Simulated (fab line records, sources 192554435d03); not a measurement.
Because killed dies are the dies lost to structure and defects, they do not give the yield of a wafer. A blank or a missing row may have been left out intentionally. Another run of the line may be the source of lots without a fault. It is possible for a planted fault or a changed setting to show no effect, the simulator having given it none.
Matching of chambers / flow n5Finfet / N5_MOL_CONTACT_COAG_DESCUM_13 on rieDiel-03 has 3 sister chambers
The step chemistry O2, time 7 s. 3 wafers are shown with their chamber, then 5 later ones without.

EACH WAFER AND ITS CHAMBER
wafer=L086.1; chamber=0; showerheadPlenumPTorr (Torr)=1.99
wafer=L094.3; chamber=3; showerheadPlenumPTorr (Torr)=2.20
wafer=L094.4; chamber=2; showerheadPlenumPTorr (Torr)=2.22

WAFERS WITH NO CHAMBER GIVEN
wafer=L094.5; showerheadPlenumPTorr (Torr)=2.20
wafer=L095.1; showerheadPlenumPTorr (Torr)=2.22
wafer=L095.4; showerheadPlenumPTorr (Torr)=1.98
wafer=L095.6; showerheadPlenumPTorr (Torr)=2.20
wafer=L097.1; showerheadPlenumPTorr (Torr)=2.20

CHAMBER TAKEN BY EACH
wafer=L094.5; from the rows above=3; in truth=3
wafer=L095.1; from the rows above=2; in truth=2
wafer=L095.4; from the rows above=0; in truth=0
wafer=L095.6; from the rows above=3; in truth=3
wafer=L097.1; from the rows above=3; in truth=3
Placed correctly: 5 of 5. Not placeable from these rows: 0. Wrongly placed: 0.
How it was worked out, from the rows above alone: a wafer's distance from a chamber is the root of the sum, over the readings, of the square of ((its reading less the chamber's mean) divided by the reading's scatter). If the next closest chamber is less than 2 further off than the closest, the wafer can't be placed; otherwise it belongs to the closest. A chamber's mean is the mean of its shown wafers. The scatter (one wafer shown for each chamber): square how far every hidden wafer sits from the nearest shown wafer, average those squares and take the square root.
